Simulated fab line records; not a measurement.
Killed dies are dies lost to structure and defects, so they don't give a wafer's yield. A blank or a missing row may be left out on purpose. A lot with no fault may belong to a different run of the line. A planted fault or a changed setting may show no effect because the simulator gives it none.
Comparing a struck lot with a sound one -- flow nand-harc -- 15 steps out of a route of 1302
Sound: these wafers, L710.2, L710.4, L710.6. Wafers struck: L717.2, L717.4, L717.5. The cause comes at the end.
For every step that has rows: the tool of each side, followed by ch and its chambers, followed by its first start. Under that, the readings that differ: sound wafers -- struck wafers -- difference of the means -- sigmas: that difference in standard deviations of wafers without a fault.
alike: a reading whose means differ by less than 2 such deviations, as well as words and numbers matching on both sides. not compared: withheld readings; readings where some wafer has no value; bounds like >300 that might hide an equal value; numbers whose values overlap and for which the record gives no deviation.
Wherever a step has rows on one side only, a row that says differs or no value, or a row with sigmas, the two part there. Numbers that have no deviation but don't overlap get no sigmas and don't part them. A reading that every wafer of one side lacks parts them only if that side has two wafers or more.

first, 3 steps without rows for these wafers: NHARC_A_CONTACT_EXPOSE_05 (exposes mask A CC); NHARC_A_CONTACT_PEB_06 (peb time 65 s); NHARC_A_CONTACT_DEVELOP_07 (develop time 35 s).
NHARC_A_CONTACT_CD_MEAS_08: target cd 200 nm.
  sound on cd-sem-02 ch 0, day 23 07:28; struck on cd-sem-01 ch 0, day 26 22:08
  alike: cd-nm
NHARC_A_CONTACT_OVL_MEAS_09:
  sound on overlay-01 at day 23 07:33; struck on overlay-01 at day 26 22:13
  alike: overlay-x-nm, overlay-y-nm
NHARC_A_CONTACT_INSPECT_10:
  sound on defect-inspect-02 at day 23 07:35; struck on defect-inspect-02 at day 26 22:15
  alike: raw-defect-count
then, 1 step without rows for these wafers: NHARC_A_CONTACT_DESCUM_13 (chemistry O2, time 3 s).
NHARC_A_CONTACT_ETCH_88: etches the open film in CF4, target depth 39 nm, time 65 s.
  sound on rie-diel-09 ch 1,2,3, day 23 07:44; struck on rie-diel-09 ch 1,2,3, day 26 22:24
  alike: bias-w, cf4-flow-sccm, drypump-motor-current-A, oes-product-au, rf-vpp-V, showerhead-plenum-p-Torr, throttle-valve-pct
  not compared: rf-hours-counter-h
NHARC_A_CONTACT_ETCH_89: etches the open film in N2/H2, target depth 260 nm, time 475.3 s.
  sound on rie-diel-09 ch 0,2; struck on rie-diel-09 ch 0,1,3
  alike: bias-w, chamber-pressure-mTorr, drypump-motor-current-A, oes-product-au, rf-vpp-V, showerhead-plenum-p-Torr, throttle-valve-pct
  not compared: rf-hours-counter-h
NHARC_A_CONTACT_ETCH_30: etches the open film in CF4/CHF3, target depth 72.6 nm, time 36.3 s.
  sound on rie-diel-09 ch 0,1,3; struck on rie-diel-09 ch 0,2,3
  alike: bias-w, cf4-flow-sccm, drypump-motor-current-A, oes-product-au, rf-vpp-V, showerhead-plenum-p-Torr, throttle-valve-pct
  not compared: rf-hours-counter-h
NHARC_A_CONTACT_ETCH_31: etches the open film in O2/COS, target depth 2800 nm, time 728 s.
  sound on rie-diel-09 ch 2,3; struck on rie-diel-09 ch 0,1,3
reading,sound,struck,difference,sigmas
oes-product-au (a.u.),1.009 1.012 1.005,0.982 0.995 0.996,-0.018,-2
  alike: bias-w, chamber-pressure-mTorr, drypump-motor-current-A, o2-flow-sccm, rf-vpp-V, showerhead-plenum-p-Torr, throttle-valve-pct
  not compared: rf-hours-counter-h
NHARC_A_CONTACT_ETCH_134: etches the open film in C4F8/O2/Ar, time 140 s, target depth 700 nm.
  sound on har-cap-etch-03 ch 0,1, day 23 08:46; struck on har-cap-etch-01 ch 0,1, day 26 23:27
  alike: chamber-pressure-mTorr, oes-air-line-au
  not compared: rf-hours-counter-h
NHARC_A_CONTACT_ETCH_135: etches the open film in C4F8/O2/Ar, time 311 s, target depth 1912 nm.
  sound on har-cap-etch-03 ch 0,1, day 23 08:58; struck on har-cap-etch-01 ch 0,1, day 26 23:40
  no value came back on the struck wafers for chamber-pressure-mTorr (mTorr), oes-air-line-au (a.u.); on the sound wafers chamber-pressure-mTorr (mTorr) reads 20.034 20.007 19.992
  not compared: rf-hours-counter-h
then, 1 step without rows for these wafers: NHARC_A_CONTACT_ETCH_136 (etches the open film in C4F8/O2/Ar, time 311 s, target depth 1912 nm).
-- jump in the record: it breaks off in module A_CONTACT and resumes in module END (first step shown: number 1302 of the route), and 2 days separate the struck wafers' starts before and after --
NHARC_END_SORT_01:
  sound on prober-01 ch 0, day 25 15:27; struck on prober-02 ch 0, day 29 05:50
reading,sound,struck,difference,sigmas
hold,- - -,await-dispo/2.6h/scrap await-dispo/2.6h/scrap await-dispo/2.6h/scrap,no value on the sound wafers,
killed-at-array,82 83 78,672 672 674,+592,+28
killed-dies,86 89 83,677 677 677,+591,+28
  alike: killed-at-other, killed-at-periphery, killed-open, killed-short

== WHERE THEY PART ==
Earliest at NHARC_A_CONTACT_ETCH_31; latest, in this record, at NHARC_END_SORT_01.

WHY: what the simulator had put in
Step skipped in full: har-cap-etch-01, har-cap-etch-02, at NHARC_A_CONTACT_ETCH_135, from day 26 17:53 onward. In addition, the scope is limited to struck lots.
